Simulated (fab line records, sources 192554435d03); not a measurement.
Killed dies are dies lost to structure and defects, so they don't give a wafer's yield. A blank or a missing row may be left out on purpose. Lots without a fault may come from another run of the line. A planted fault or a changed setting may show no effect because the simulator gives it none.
Chamber matching | flow n5_finfet | N5_BEOL_M2_ETCH_70 on rie_diel-05: 4 sister chambers
The step etches SOC in N2/H2, target depth 80 nm, overetch 24 nm, time 130 s. 18 wafers are shown with their chamber, then 9 later ones without.

WAFERS WITH THEIR CHAMBER
wafer  | chamber | showerhead_plenum_p_Torr (Torr) | throttle_valve_pct (%) | drypump_motor_current_A (A)
L077.1 | 3       | 2.47                            | 17.6                   | 5.84
L077.2 | 1       | 2.65                            | 17.9                   | 5.52
L077.5 | 3       | 2.47                            | 17.6                   | 5.82
L081.1 | 0       | 2.69                            | 17.4                   | 5.64
L081.2 | 3       | 2.46                            | 17.6                   | 5.83
L081.3 | 1       | 2.64                            | 17.9                   | 5.50
L081.4 | 2       | 2.58                            | 17.7                   | 5.52
L081.5 | 1       | 2.64                            | 18.0                   | 5.48
L081.6 | 0       | 2.69                            | 17.4                   | 5.65
L083.3 | 2       | 2.57                            | 17.7                   | 5.48
L083.4 | 3       | 2.46                            | 17.6                   | 5.82
L083.5 | 2       | 2.57                            | 17.7                   | 5.50
L085.2 | 0       | 2.69                            | 17.4                   | 5.63
L085.4 | 1       | 2.64                            | 18.0                   | 5.50
L085.5 | 1       | 2.64                            | 18.0                   | 5.53
L088.1 | 2       | 2.57                            | 17.7                   | 5.49
L088.2 | 3       | 2.46                            | 17.6                   | 5.84
L088.3 | 1       | 2.64                            | 18.0                   | 5.51

SIGNATURES (means of the wafers above)
reading                  | chamber 0 | chamber 1 | chamber 2 | chamber 3 | scatter within a chamber
showerhead_plenum_p_Torr | 2.6900    | 2.6417    | 2.5725    | 2.4640    | 0.00446
throttle_valve_pct       | 17.400    | 17.967    | 17.700    | 17.600    | 0.0309
drypump_motor_current_A  | 5.6400    | 5.5067    | 5.4975    | 5.8300    | 0.0147
Rule: a wafer's distance from a chamber is the root of the sum, over the readings, of the square of ((its reading less the chamber's mean) divided by the reading's scatter). The wafer belongs to the nearest chamber; if the next one is less than 2 further off, it can't be placed. The scatter: the root of (the sum of the squares of (reading less its chamber's mean) over the shown wafers, divided by (wafers less chambers)).

WAFERS WITHOUT THEIR CHAMBER
wafer  | showerhead_plenum_p_Torr (Torr) | throttle_valve_pct (%) | drypump_motor_current_A (A)
L088.4 | 2.57                            | 17.7                   | 5.51
L088.5 | 2.46                            | 17.6                   | 5.82
L088.6 | 2.64                            | 18.0                   | 5.50
L090.3 | 2.46                            | 17.7                   | 5.83
L090.4 | 2.63                            | 18.0                   | 5.51
L090.6 | 2.46                            | 17.6                   | 5.84
L092.1 | 2.56                            | 17.7                   | 5.51
L092.2 | 2.45                            | 17.6                   | 5.86
L092.3 | 2.68                            | 17.4                   | 5.66

WHICH CHAMBER EACH WENT THROUGH
wafer  | from the rows above | in truth
L088.4 | 2                   | 2
L088.5 | 3                   | 3
L088.6 | 1                   | 1
L090.3 | 3                   | 3
L090.4 | 1                   | 1
L090.6 | 3                   | 3
L092.1 | 2                   | 2
L092.2 | 3                   | 3
L092.3 | 0                   | 0
Placed correctly: 9 of 9. Can't be placed from these rows: 0. Placed wrongly: 0.
